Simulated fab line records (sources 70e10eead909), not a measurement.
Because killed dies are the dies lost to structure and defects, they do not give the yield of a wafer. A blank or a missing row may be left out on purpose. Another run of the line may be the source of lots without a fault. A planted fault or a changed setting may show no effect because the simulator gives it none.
Which tool was responsible? -- flow nand_harc -- Sampling: 7 lots, 21 wafers, 2 of 1302 route steps

== WHAT THE GAUGES READ, wafer by wafer ==
NHARC_A_ONON_D1_THK_MEAS_24: measures by ellipsometry.
lot,measured,on,thk_nm (nm)
L900,day 8 23:01,film_metro-01,984 984 984
L903,day 10 04:01,film_metro-01,1009 1007 1009
L907,day 12 08:28,film_metro-02,1000 1003 1003
L910,day 13 03:17,film_metro-02,706 706 706
L914,day 15 11:08,film_metro-01,1003 1002 1001
L918,day 16 16:40,film_metro-01,1016 1015 1017
L920,day 17 09:16,film_metro-01,1008 1008 1007

== WHAT TOOL EACH LOT RAN ON (gives the tool, then ch and the chambers of the sampled wafers, and finally the start) ==
lot,NHARC_A_ONON_D1_DEP_22
L900,"pecvd_onon-03 ch 0, day 8 22:31"
L903,"pecvd_onon-03 ch 0, day 10 03:31"
L907,"pecvd_onon-03 ch 0, day 12 07:56"
L910,"pecvd_onon-02 ch 0, day 13 02:46"
L914,"pecvd_onon-01 ch 0, day 15 10:37"
L918,"pecvd_onon-03 ch 0, day 16 16:16"
L920,"pecvd_onon-03 ch 0, day 17 08:46"
- NHARC_A_ONON_D1_DEP_22: target thk 1000 nm.

== THE ANSWER, worked out from the rows above alone ==
Rule: usual is defined by the lots themselves. Put in order of their means at a reading, lots are off if they are a third of the lots or fewer, leave a main group of 4 or more, and stand apart from it by a gap of 3 or more times the standard deviation of the main group's means; of several such gaps the widest counts. A main group whose means are all the same, to the digits that the tables above print for the reading, isn't used. A lot without any number at a reading at which 4 lots or more have one is off too. All remaining lots with rows at the step are treated as sound.
Off: L910 (NHARC_A_ONON_D1_THK_MEAS_24, thk_nm). The main group: mean 1003 nm, standard deviation 9.8.
A tool fits if, at a process step before that reading, it ran every lot that is off, and no sound lot after the first of them. Those tools and the gauges at NHARC_A_ONON_D1_THK_MEAS_24 are tried in the same way. Can't be told from this: 2 tools fit, pecvd_onon-02 at NHARC_A_ONON_D1_DEP_22, film_metro-02 at NHARC_A_ONON_D1_THK_MEAS_24.

== WHAT THE SIMULATOR HAD PUT IN ==
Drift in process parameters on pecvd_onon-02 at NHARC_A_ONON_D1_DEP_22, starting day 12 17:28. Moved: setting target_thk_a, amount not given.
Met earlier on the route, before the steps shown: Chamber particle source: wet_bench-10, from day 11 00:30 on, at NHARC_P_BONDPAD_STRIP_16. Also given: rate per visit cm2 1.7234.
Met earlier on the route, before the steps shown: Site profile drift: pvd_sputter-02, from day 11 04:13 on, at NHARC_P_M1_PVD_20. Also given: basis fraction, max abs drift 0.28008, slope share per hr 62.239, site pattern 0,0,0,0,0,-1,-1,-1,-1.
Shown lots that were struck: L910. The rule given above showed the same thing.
